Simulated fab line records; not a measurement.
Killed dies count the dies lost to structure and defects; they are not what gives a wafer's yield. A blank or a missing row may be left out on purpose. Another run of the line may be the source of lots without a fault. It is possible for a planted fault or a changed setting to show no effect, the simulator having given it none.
fab line records | flow n5_finfet
[record] lots = 7 | wafers = 39
route steps=1938 shown BEOL_M4@1070 BEOL_M9@1460
start_h: start of the lot's first displayed wafer, in hours after the record's first day | wait_h: how many hours have passed since the lot's step before this one | " identical to the entry in the row above | L1.1+2: a single row standing in for several wafers | - no value present, or no start provided | * or withheld: withheld | < > ~ a bound
route shown NAME@n: names a module that has steps shown in the file, with the first one's number in the route | usual: the fault-free wafers' mean and standard deviation | same: alike in all rows | chamber/n: place in a boat | sites: per-site readings | _std_site: the standard deviation of these | _edge_site: mean of outer sites minus mean of inner sites | radius_mm: for every site, how far away it sits from the centre of the wafer | mask NAME#n: copy n | behind: the tool/chamber that last shaped the wafer | hold: what put the lot on hold/how long, in hours/how the hold closed | device: the n, p or np transistor that did not switch | end of line: tests run on the same wafers once the route is complete | a step without rows: its recipe alone | killed: dies lost to structure and defects at the first sort, not the wafer's yield | map: shows each die of a wafer: x if killed, . if not, _ if none is there
set.NAME: the setting the step ran with; set.NAME@STEP: the setting that earlier step ran with | model.NAME: the simulator's own value behind a step, which no gauge read
lots run with intentionally changed settings; tables by step, rows by wafer
[[steps]]
[step N5_BEOL_M4_TRENCH_ETCH_37]
[recipe] chemistry = C4F6/O2 | target_depth_a = 555.55 | target = SiOC | time_s = 29.2 | ion_energy_ev = 250 | pressure_mtorr = 30 | source_w = 355 | bias_w = 185 | Ar_flow_sccm = 300 | C4F6_flow_sccm = 10 | O2_flow_sccm = 10
lot.wafer | tool        | chamber | start_h | wait_h | set.time_s | model.BEOL_M4.feature_depth_nm | model.etch.depth_nm | model.TiN_of_BEOL_M4_HM_DEP_02.thk_nm
L079.1    | rie_diel-06 | 0       | -       | -      | 29.2       | 55.4                           | 55.46               | 17.6
L079.2    | "           | 3       | "       | "      | 29.2       | 53.8                           | 53.87               | 17.8
L079.3    | "           | 2       | "       | "      | 36.69      | 69.2                           | 69.11               | 17
L079.4    | "           | 2       | "       | "      | 29.2       | 55.2                           | 55.21               | 17.6
L079.5    | "           | 3       | "       | "      | 36.69      | 67.6                           | 67.62               | 17.2
L079.6    | "           | 0       | "       | "      | 36.69      | 69.8                           | 69.73               | 17
L081.1    | rie_diel-06 | 2       | -       | -      | 29.2       | 55.6                           | 55.51               | 17.6
L081.2    | "           | 1       | "       | "      | 29.2       | 54.8                           | 54.85               | 17.6
L081.3    | "           | 3       | "       | "      | 29.2       | 54                             | 54.06               | 17.6
L081.4    | "           | 0       | "       | "      | 36.48      | 69.2                           | 69.17               | 17
L081.5    | "           | 0       | "       | "      | 36.48      | 69.6                           | 69.54               | 17
L081.6    | "           | 1       | "       | "      | 36.48      | 68.6                           | 68.53               | 17.2
L085.1    | rie_diel-06 | 0       | -       | -      | 18.53      | 35.6                           | 35.69               | 18.2
L085.2    | "           | 1       | "       | "      | 29.2       | 55.4                           | 55.4                | 17.4
L085.3    | "           | 2       | "       | "      | 29.2       | 55.2                           | 55.22               | 17.6
L085.4    | "           | 3       | "       | "      | 29.2       | 53.8                           | 53.85               | 17.6
L085.5    | "           | 2       | "       | "      | 18.53      | 35.2                           | 35.11               | 18.4
L085.6    | "           | 1       | "       | "      | 18.53      | 35.2                           | 35.14               | 18.6
L086.1    | rie_diel-04 | 0       | -       | -      | 29.2       | 56.4                           | 56.41               | 17.4
L086.2    | "           | 2       | "       | "      | 29.2       | 57.4                           | 57.36               | 17.4
L086.3    | "           | 1       | "       | "      | 29.2       | 54.8                           | 54.9                | 17.8
L086.4    | "           | 3       | "       | "      | 29.2       | 56.2                           | 56.17               | 17.4
L086.5    | "           | 3       | "       | "      | 29.2       | 56                             | 55.98               | 17.6
L086.6    | "           | 0       | "       | "      | 29.2       | 56.4                           | 56.5                | 17.6
L087.1    | rie_diel-06 | 3       | -       | -      | 29.2       | 54                             | 53.95               | 17.8
L087.2    | "           | 1       | "       | "      | 29.2       | 55                             | 55.06               | 17.8
L087.3    | "           | 0       | "       | "      | 29.2       | 55.6                           | 55.54               | 17.8
L087.4    | "           | 2       | "       | "      | 29.2       | 55.6                           | 55.54               | 17.6
L087.5    | "           | 1       | "       | "      | 29.2       | 54.8                           | 54.73               | 17.6
L087.6    | "           | 0       | "       | "      | 29.2       | 56.2                           | 56.19               | 17.6
L091.1    | rie_diel-04 | 0       | -       | -      | 29.2       | 55.8                           | 55.78               | 17.8
L091.2    | "           | 2       | "       | "      | 29.2       | 56.8                           | 56.73               | 17.8
L091.3    | "           | 3       | "       | "      | 29.2       | 55.4                           | 55.42               | 17.8
L091.4    | "           | 1       | "       | "      | 45.14      | 84.4                           | 84.38               | 16.4
L091.5    | "           | 2       | "       | "      | 45.14      | 88.2                           | 88.25               | 16.4
L091.6    | "           | 1       | "       | "      | 45.14      | 84.4                           | 84.48               | 16.6
L094.1    | rie_diel-06 | 0       | -       | -      | 29.2       | 55.8                           | 55.77               | 17.4
L094.3    | "           | 1       | "       | "      | 29.2       | 54.8                           | 54.8                | 17.6
L094.4    | "           | 3       | "       | "      | 29.2       | 57.6                           | 57.59               | 17.4
[step N5_BEOL_M4_ETCH_41]
[recipe] chemistry = CH3F/O2 | target = SiCN | target_depth_a = 299 | taper_deg = 2 | time_s = 52.5 | ion_energy_ev = 120 | mask_material = TiN | pressure_mtorr = 30 | source_w = 395 | bias_w = 75 | Ar_flow_sccm = 150 | CH3F_flow_sccm = 30 | O2_flow_sccm = 20
[step N5_BEOL_M4_STRIP_97]
[recipe] chemistry = N2/H2 | time_s = 10 | power_w = 450 | temp_c = 40 | pressure_mtorr = 20 | rf_frequency_hz = 6e+07 | bias_power_w = 7 | n2_flow_sccm = 200 | h2_flow_sccm = 200
[step N5_BEOL_M4_OCD_MEAS_38]
[usual] trench_depth_nm = 55.7/0.94
lot.wafer | tool   | chamber | start_h | wait_h | set.time_s@BEOL_M4_TRENCH_ETCH_37 | trench_depth_nm
L079.1    | ocd-01 | -       | 191.16  | -      | 29.2                              | 55.0
L079.2    | "      | -       | "       | "      | 29.2                              | 53.6
L079.3    | "      | -       | "       | "      | 36.69                             | 69.2
L079.4    | "      | -       | "       | "      | 29.2                              | 55.0
L079.5    | "      | -       | "       | "      | 36.69                             | 67.3
L079.6    | "      | -       | "       | "      | 36.69                             | 69.0
L081.1    | ocd-01 | -       | 208.09  | -      | 29.2                              | 54.9
L081.2    | "      | -       | "       | "      | 29.2                              | 54.9
L081.3    | "      | -       | "       | "      | 29.2                              | 54.8
L081.4    | "      | -       | "       | "      | 36.48                             | 69.7
L081.5    | "      | -       | "       | "      | 36.48                             | 69.5
L081.6    | "      | -       | "       | "      | 36.48                             | 68.8
L085.1    | ocd-01 | -       | 232.23  | -      | 18.53                             | 35.3
L085.2    | "      | -       | "       | "      | 29.2                              | 55.5
L085.3    | "      | -       | "       | "      | 29.2                              | 55.4
L085.4    | "      | -       | "       | "      | 29.2                              | 54.1
L085.5    | "      | -       | "       | "      | 18.53                             | 35.0
L085.6    | "      | -       | "       | "      | 18.53                             | 35.7
L086.1    | ocd-02 | -       | 232.63  | -      | 29.2                              | 56.6
L086.2    | "      | -       | "       | "      | 29.2                              | 57.3
L086.3    | "      | -       | "       | "      | 29.2                              | 55.4
L086.4    | "      | -       | "       | "      | 29.2                              | 55.5
L086.5    | "      | -       | "       | "      | 29.2                              | 55.4
L086.6    | "      | -       | "       | "      | 29.2                              | 56.2
L087.1    | ocd-01 | -       | 236.77  | -      | 29.2                              | 54.1
L087.2    | "      | -       | "       | "      | 29.2                              | 54.9
L087.3    | "      | -       | "       | "      | 29.2                              | 55.7
L087.4    | "      | -       | "       | "      | 29.2                              | 55.9
L087.5    | "      | -       | "       | "      | 29.2                              | 55.0
L087.6    | "      | -       | "       | "      | 29.2                              | 56.1
L091.1    | ocd-01 | -       | 257.36  | -      | 29.2                              | 55.8
L091.2    | "      | -       | "       | "      | 29.2                              | 56.5
L091.3    | "      | -       | "       | "      | 29.2                              | 55.1
L091.4    | "      | -       | "       | "      | 45.14                             | 84.8
L091.5    | "      | -       | "       | "      | 45.14                             | 88.0
L091.6    | "      | -       | "       | "      | 45.14                             | 84.7
L094.1    | ocd-01 | -       | 290.93  | -      | 29.2                              | 55.9
L094.3    | "      | -       | "       | "      | 29.2                              | 55.3
L094.4    | "      | -       | "       | "      | 29.2                              | 57.4
[step N5_BEOL_M4_HM_STRIP_39]
[recipe] chemistry = peroxide_tin_strip | material = TiN | target_depth_a = 250 | temp_c = 50 | time_s = 158
[step N5_BEOL_M4_SRD_40]
[recipe] time_s = 30 | temp_c = 23 | rinse_liquid = diw | dry = ipa_marangoni
[step N5_BEOL_M4_ECD_50]
[recipe] material = Cu | target_thk_a = 3000
[step N5_BEOL_M4_ANNEAL_51]
[recipe] temp_c = 225 | time_s = 90 | ambient = N2
[step N5_BEOL_M4_CMP_52]
[recipe] stop_on = SiOC | t_overpolish_s = 6.8 | down_force_psi = 1 | platen_rpm = 50 | clearing_platen_down_force_psi = 1.5 | clearing_platen_rpm = 50 | post_cmp_clean = cu_alkaline | target_thk_nm = 40 | clearing_platen_pad_velocity_m_s = 0.99484 | pad_velocity_m_s = 0.99484
lot.wafer | tool   | chamber | start_h | wait_h | set.time_s@BEOL_M4_TRENCH_ETCH_37 | model.Cu_of_BEOL_M4_ECD_50.thk_nm
L079.1    | cmp-02 | 2       | 194.82  | 0.3    | 29.2                              | 40
L079.4    | "      | 3       | "       | "      | 29.2                              | 39
L079.2    | "      | 0       | "       | "      | 29.2                              | 38.6
L079.3    | "      | 1       | "       | "      | 36.69                             | 53.8
L079.6    | "      | 2       | "       | "      | 36.69                             | 54
L079.5    | "      | 3       | "       | "      | 36.69                             | 53.6
L081.2    | cmp-04 | 3       | 211.77  | 0.2    | 29.2                              | 40
L081.3    | "      | 0       | "       | "      | 29.2                              | 38.4
L081.4    | "      | 1       | "       | "      | 36.48                             | 53.4
L081.1    | "      | 2       | "       | "      | 29.2                              | 41
L081.5    | "      | 3       | "       | "      | 36.48                             | 55.2
L081.6    | "      | 0       | "       | "      | 36.48                             | 52.8
L085.1    | cmp-01 | 2       | 235.66  | 0.3    | 18.53                             | 20.4
L085.3    | "      | 3       | "       | "      | 29.2                              | 40.2
L085.2    | "      | 0       | "       | "      | 29.2                              | 40
L085.4    | "      | 1       | "       | "      | 29.2                              | 38.8
L085.5    | "      | 2       | "       | "      | 18.53                             | 19.4
L085.6    | "      | 3       | "       | "      | 18.53                             | 19.8
L086.2+6  | cmp-04 | 1,2     | 236.31  | 0.2    | 29.2                              | 41.6
L086.4    | "      | 2       | "       | "      | 29.2                              | 40.4
L086.3    | "      | 3       | "       | "      | 29.2                              | 38.8
L086.1    | "      | 0       | "       | "      | 29.2                              | 41
L086.5    | "      | 1       | "       | "      | 29.2                              | 39
L087.3    | cmp-01 | 3       | 240.33  | 0.2    | 29.2                              | 39.8
L087.1    | "      | 0       | "       | "      | 29.2                              | 38.2
L087.4+2  | "      | 1,2     | "       | "      | 29.2                              | 39.4
L087.6    | "      | 3       | "       | "      | 29.2                              | 41.6
L087.5    | "      | 0       | "       | "      | 29.2                              | 38.6
L091.1    | cmp-01 | 2       | 262.00  | 0.3    | 29.2                              | 41
L091.4    | "      | 3       | "       | "      | 45.14                             | 68.8
L091.2    | "      | 0       | "       | "      | 29.2                              | 40.6
L091.3    | "      | 1       | "       | "      | 29.2                              | 39.6
L091.6    | "      | 2       | "       | "      | 45.14                             | 69
L091.5    | "      | 3       | "       | "      | 45.14                             | 72.8
L094.4    | cmp-04 | 2       | 294.89  | 0.1    | 29.2                              | 41.6
L094.1    | "      | 3       | "       | "      | 29.2                              | 40.8
L094.3    | "      | 1       | "       | "      | 29.2                              | 39
[step N5_BEOL_M4_THK_MEAS_53]
[recipe] thk_meas_gauge = xrf | reads = Cu_of_BEOL_M4_ECD_50
[usual] M4_THK = 41.0/1.2
lot.wafer | tool          | chamber | start_h | wait_h | set.time_s@BEOL_M4_TRENCH_ETCH_37 | M4_THK[nm]
L079.1    | film_metro-02 | -       | 195.11  | -      | 29.2                              | 40.9
L079.2    | "             | -       | "       | "      | 29.2                              | 39.0
L079.3    | "             | -       | "       | "      | 36.69                             | 54.6
L079.4    | "             | -       | "       | "      | 29.2                              | 39.6
L079.5    | "             | -       | "       | "      | 36.69                             | 54.5
L079.6    | "             | -       | "       | "      | 36.69                             | 54.5
L081.1    | film_metro-01 | -       | 212.07  | -      | 29.2                              | 42.0
L081.2    | "             | -       | "       | "      | 29.2                              | 41.0
L081.3    | "             | -       | "       | "      | 29.2                              | 39.3
L081.4    | "             | -       | "       | "      | 36.48                             | 54.9
L081.5    | "             | -       | "       | "      | 36.48                             | 56.4
L081.6    | "             | -       | "       | "      | 36.48                             | 54.3
L085.1    | film_metro-01 | -       | 235.96  | -      | 18.53                             | 20.9
L085.2    | "             | -       | "       | "      | 29.2                              | 40.8
L085.3    | "             | -       | "       | "      | 29.2                              | 41.2
L085.4    | "             | -       | "       | "      | 29.2                              | 39.8
L085.5    | "             | -       | "       | "      | 18.53                             | 19.8
L085.6    | "             | -       | "       | "      | 18.53                             | 20.3
L086.1    | film_metro-01 | -       | 236.60  | -      | 29.2                              | 42.3
L086.2    | "             | -       | "       | "      | 29.2                              | 43.1
L086.3    | "             | -       | "       | "      | 29.2                              | 40.1
L086.4    | "             | -       | "       | "      | 29.2                              | 41.6
L086.5    | "             | -       | "       | "      | 29.2                              | 40.4
L086.6    | "             | -       | "       | "      | 29.2                              | 42.9
L087.1    | film_metro-01 | -       | 240.63  | -      | 29.2                              | 39.3
L087.2    | "             | -       | "       | "      | 29.2                              | 40.3
L087.3    | "             | -       | "       | "      | 29.2                              | 40.7
L087.4    | "             | -       | "       | "      | 29.2                              | 40.4
L087.5    | "             | -       | "       | "      | 29.2                              | 39.8
L087.6    | "             | -       | "       | "      | 29.2                              | 42.8
L091.1    | film_metro-02 | -       | 262.30  | -      | 29.2                              | 41.8
L091.2    | "             | -       | "       | "      | 29.2                              | 41.4
L091.3    | "             | -       | "       | "      | 29.2                              | 40.4
L091.4    | "             | -       | "       | "      | 45.14                             | 69.9
L091.5    | "             | -       | "       | "      | 45.14                             | 74.2
L091.6    | "             | -       | "       | "      | 45.14                             | 70.0
L094.1    | film_metro-01 | -       | 295.18  | -      | 29.2                              | 41.5
L094.3    | "             | -       | "       | "      | 29.2                              | 39.7
L094.4    | "             | -       | "       | "      | 29.2                              | 42.4
[step N5_BEOL_M4_PRE_CLEAN_60]
[recipe] gas = NH3/H2 | time_s = 15 | temp_c = * | rf_power_w = 300
[step N5_BEOL_M4_CO_CAP_55]
[recipe] material = Co | target_thk_a = 20 | temp_c = 200 | precursor = CCTBA/H2 | pressure_torr = 30 | time_s = 102.1
[step N5_BEOL_M4_PRE_CLEAN_56]
[recipe] gas = NH3 | time_s = 15 | temp_c = withheld | rf_power_w = 300
[step N5_BEOL_M4_DEP_57]
[recipe] material = SiCN | target_thk_a = 80 | temp_c = withheld | precursor = 3MS/NH3 | pressure_torr = 3 | rf_w = 202 | time_s = 14
[step N5_BEOL_M4_RS_MEAS_58]
[recipe] thk_meas_gauge = four-point-probe | reads = Co_of_BEOL_M4_CO_CAP_55+Cu_of_BEOL_M4_ECD_50+Co_of_BEOL_M4_CVD_47+TaN_of_BEOL_M4_ALD_84
[usual] M4_RS = 0.666/0.025
lot.wafer | tool          | chamber | start_h | wait_h | set.time_s@BEOL_M4_TRENCH_ETCH_37 | M4_RS[ohm/sq]
L079.1    | film_metro-02 | -       | 195.44  | 0.0    | 29.2                              | 0.668
L079.2    | "             | -       | "       | "      | 29.2                              | 0.701
L079.3    | "             | -       | "       | "      | 36.69                             | 0.461
L079.4    | "             | -       | "       | "      | 29.2                              | 0.692
L079.5    | "             | -       | "       | "      | 36.69                             | 0.464
L079.6    | "             | -       | "       | "      | 36.69                             | 0.457
L081.1    | film_metro-01 | -       | 212.39  | 0.0    | 29.2                              | 0.647
L081.2    | "             | -       | "       | "      | 29.2                              | 0.670
L081.3    | "             | -       | "       | "      | 29.2                              | 0.705
L081.4    | "             | -       | "       | "      | 36.48                             | 0.465
L081.5    | "             | -       | "       | "      | 36.48                             | 0.447
L081.6    | "             | -       | "       | "      | 36.48                             | 0.470
L085.1    | film_metro-01 | -       | 236.29  | 0.0    | 18.53                             | 1.654
L085.2    | "             | -       | "       | "      | 29.2                              | 0.670
L085.3    | "             | -       | "       | "      | 29.2                              | 0.664
L085.4    | "             | -       | "       | "      | 29.2                              | 0.693
L085.5    | "             | -       | "       | "      | 18.53                             | 1.772
L085.6    | "             | -       | "       | "      | 18.53                             | 1.706
L086.1    | film_metro-02 | -       | 236.87  | 0.0    | 29.2                              | 0.648
L086.2    | "             | -       | "       | "      | 29.2                              | 0.637
L086.3    | "             | -       | "       | "      | 29.2                              | 0.697
L086.4    | "             | -       | "       | "      | 29.2                              | 0.662
L086.5    | "             | -       | "       | "      | 29.2                              | 0.690
L086.6    | "             | -       | "       | "      | 29.2                              | 0.634
L087.1    | film_metro-02 | -       | 240.89  | 0.0    | 29.2                              | 0.711
L087.2    | "             | -       | "       | "      | 29.2                              | 0.685
L087.3    | "             | -       | "       | "      | 29.2                              | 0.672
L087.4    | "             | -       | "       | "      | 29.2                              | 0.680
L087.5    | "             | -       | "       | "      | 29.2                              | 0.700
L087.6    | "             | -       | "       | "      | 29.2                              | 0.637
L091.1    | film_metro-02 | -       | 262.56  | 0.0    | 29.2                              | 0.649
L091.2    | "             | -       | "       | "      | 29.2                              | 0.657
L091.3    | "             | -       | "       | "      | 29.2                              | 0.676
L091.4    | "             | -       | "       | "      | 45.14                             | 0.341
L091.5    | "             | -       | "       | "      | 45.14                             | 0.319
L091.6    | "             | -       | "       | "      | 45.14                             | 0.340
L094.1    | film_metro-01 | -       | 295.50  | 0.0    | 29.2                              | 0.651
L094.3    | "             | -       | "       | "      | 29.2                              | 0.693
L094.4    | "             | -       | "       | "      | 29.2                              | 0.638
[step N5_BEOL_M9_CVD_78]
[recipe] material = Co | target_thk_a = 20 | temp_c = withheld | precursor = CCTBA/H2 | pressure_torr = 30 | time_s = 138.9
lot.wafer  | tool      | chamber | start_h | wait_h | set.target_thk_a | model.Co_of_BEOL_M9_CVD_78.thk_nm
L079.1     | cvd_co-01 | 2       | 248.42  | 0.0    | 8.941            | 0.8
L079.2+4   | "         | 0,2     | "       | "      | 20               | 2
L079.3+5   | "         | 1       | "       | "      | 8.941            | 1
L079.6     | "         | 0       | "       | "      | 20               | 2.2
L081.1+2+5 | cvd_co-01 | 1,0,1   | 264.06  | 0.1    | 20               | 2.2
L081.3+4   | "         | 2,0     | "       | "      | 30.16            | 3.2
L081.6     | "         | 2       | "       | "      | 30.16            | 3
L086.1+2+5 | cvd_co-01 | 1,2,1   | 274.76  | 0.0    | 10.61            | 1.2
L086.3+4+6 | "         | 0,0,2   | "       | "      | 20               | 2.2
L085.1     | cvd_co-02 | 0       | 280.24  | 0.1    | 20               | 2.2
L085.2+5   | "         | 2,1     | "       | "      | 20               | 2
L085.3+4+6 | "         | 1,2,0   | "       | "      | 8.895            | 1
L087.1+3   | cvd_co-02 | 0,1     | 288.18  | 0.3    | 16.19            | 1.8
L087.2+5   | "         | 1       | "       | "      | 20               | 2.2
L087.4     | "         | 0       | "       | "      | 16.19            | 1.6
L087.6     | "         | 0       | "       | "      | 20               | 2
L091.1+2   | cvd_co-02 | 0,1     | 305.67  | 0.1    | 20               | 2.2
L091.3+4+5 | "         | 2,2,1   | "       | "      | 29.16            | 3
L091.6     | "         | 0       | "       | "      | 20               | 2
L094.1     | cvd_co-01 | 1       | 339.85  | 0.1    | 20               | 2.2
L094.3+4   | "         | 0,2     | "       | "      | 20               | 2
[[key]]
[split] step = N5_BEOL_M4_TRENCH_ETCH_37 | setting = time_s | stated = 29.2 | by = wafer
[response] step = N5_BEOL_M4_TRENCH_ETCH_37 | reading = model.BEOL_M4.feature_depth_nm | change = +0.545 | per = 1% | r = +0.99
[response] step = N5_BEOL_M4_TRENCH_ETCH_37 | reading = model.etch.depth_nm | change = +0.545 | per = 1% | r = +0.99
[response] step = N5_BEOL_M4_TRENCH_ETCH_37 | reading = model.TiN_of_BEOL_M4_HM_DEP_02.thk_nm | change = -0.0238 | per = 1% | r = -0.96
[response] step = N5_BEOL_M4_OCD_MEAS_38 | reading = trench_depth_nm | change = +0.55 | per = 1% | r = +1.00
[response] step = N5_BEOL_M4_CMP_52 | reading = model.Cu_of_BEOL_M4_ECD_50.thk_nm | change = +0.549 | per = 1% | r = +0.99
[response] step = N5_BEOL_M4_THK_MEAS_53 | reading = M4_THK | change = +0.559 | per = 1% | r = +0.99
[response] step = N5_BEOL_M4_RS_MEAS_58 | reading = M4_RS | shape = bent | at_lowest = 1.711 | at_stated = 0.671 | at_highest = 0.334
[split] step = N5_BEOL_M9_CVD_78 | setting = target_thk_a | stated = 20 | by = wafer
[response] step = N5_BEOL_M9_CVD_78 | reading = model.Co_of_BEOL_M9_CVD_78.thk_nm | change = +0.0197 | per = 1% | r = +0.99
